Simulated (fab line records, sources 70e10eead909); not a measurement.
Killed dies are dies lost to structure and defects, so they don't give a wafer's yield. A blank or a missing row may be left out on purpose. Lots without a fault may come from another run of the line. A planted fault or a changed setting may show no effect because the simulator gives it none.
A struck lot beside a sound one | flow nand_harc | 14 steps out of a route of 1302
Sound: wafers L378.1, L378.3, L378.4. Struck: wafer L374.4. (L374.3 of the same lot was not struck and is left out.) The cause comes at the end.
At each step with rows: each side's tool, then ch and its chambers, then its first start. Under that, the readings that differ: sound wafers | struck wafers | difference of the means | sigmas: that difference in standard deviations of wafers without a fault.
alike: readings whose means differ by less than 2 such deviations, and words and numbers that are the same on both sides. not compared: withheld readings, readings that some wafer has no value for, bounds like >300 that may hide the same value, and numbers for which the record gives no deviation and whose values overlap.
The two part at a step that has a row with sigmas, a row that says differs or no value, or rows on one side only. Numbers that don't overlap but have no deviation are shown without sigmas and don't part them. A reading that every wafer of one side lacks parts them only if that side has two wafers or more.

first, 1 step without rows for these wafers: NHARC_A_ONON_D1_DEP_09 (target thk 1000 nm).
NHARC_A_ONON_D1_THK_MEAS_11: measures by ellipsometry.
  sound on film_metro-02, day 16 10:08; struck on film_metro-02, day 14 21:53
  alike: thk_nm
then, 1 step without rows for these wafers: NHARC_A_ONON_D1_DEP_12 (target thk 1000 nm).
NHARC_A_ONON_D1_THK_MEAS_14: measures by ellipsometry.
  sound on film_metro-02, day 16 10:42; struck on film_metro-02, day 14 22:28
  alike: thk_nm
then, 2 steps without rows for these wafers: NHARC_A_ONON_D1_ANNEAL_15 (time 3600 s); NHARC_A_ONON_D1_DEP_16 (target thk 1000 nm).
NHARC_A_ONON_D1_THK_MEAS_18: measures by ellipsometry.
  sound on film_metro-01, day 16 18:30; struck on film_metro-01, day 15 08:27
  alike: thk_nm
then, 1 step without rows for these wafers: NHARC_A_ONON_D1_DEP_19 (target thk 1000 nm).
NHARC_A_ONON_D1_THK_MEAS_21: measures by ellipsometry.
  sound on film_metro-01, day 16 19:04; struck on film_metro-01, day 15 09:01
  alike: thk_nm
then, 1 step without rows for these wafers: NHARC_A_ONON_D1_DEP_22 (target thk 1000 nm).
NHARC_A_ONON_D1_THK_MEAS_24: measures by ellipsometry.
  sound on film_metro-01, day 16 19:38; struck on film_metro-01, day 15 09:35
  reading     | sound          | struck | difference | sigmas
  thk_nm (nm) | 1018 1018 1020 | 996    | -23        | -3
NHARC_A_ONON_D1_DEP_25: target thk 1000 nm.
  sound on pecvd_onon-01 ch 0, day 16 19:41; struck on pecvd_onon-02 ch 0, day 15 09:45
NHARC_A_ONON_D1_THK_MEAS_27: measures by ellipsometry.
  sound on film_metro-01, day 16 20:11; struck on film_metro-02, day 15 10:09
  reading     | sound          | struck | difference | sigmas
  thk_nm (nm) | 1003 1003 1002 | 569    | -434       | -47
then, 1 step without rows for these wafers: NHARC_A_ONON_D1_DEP_28 (target thk 1000 nm).

WHERE THEY PART
First at NHARC_A_ONON_D1_THK_MEAS_24; last, within this record, at NHARC_A_ONON_D1_THK_MEAS_27.

WHY: what the simulator had put in
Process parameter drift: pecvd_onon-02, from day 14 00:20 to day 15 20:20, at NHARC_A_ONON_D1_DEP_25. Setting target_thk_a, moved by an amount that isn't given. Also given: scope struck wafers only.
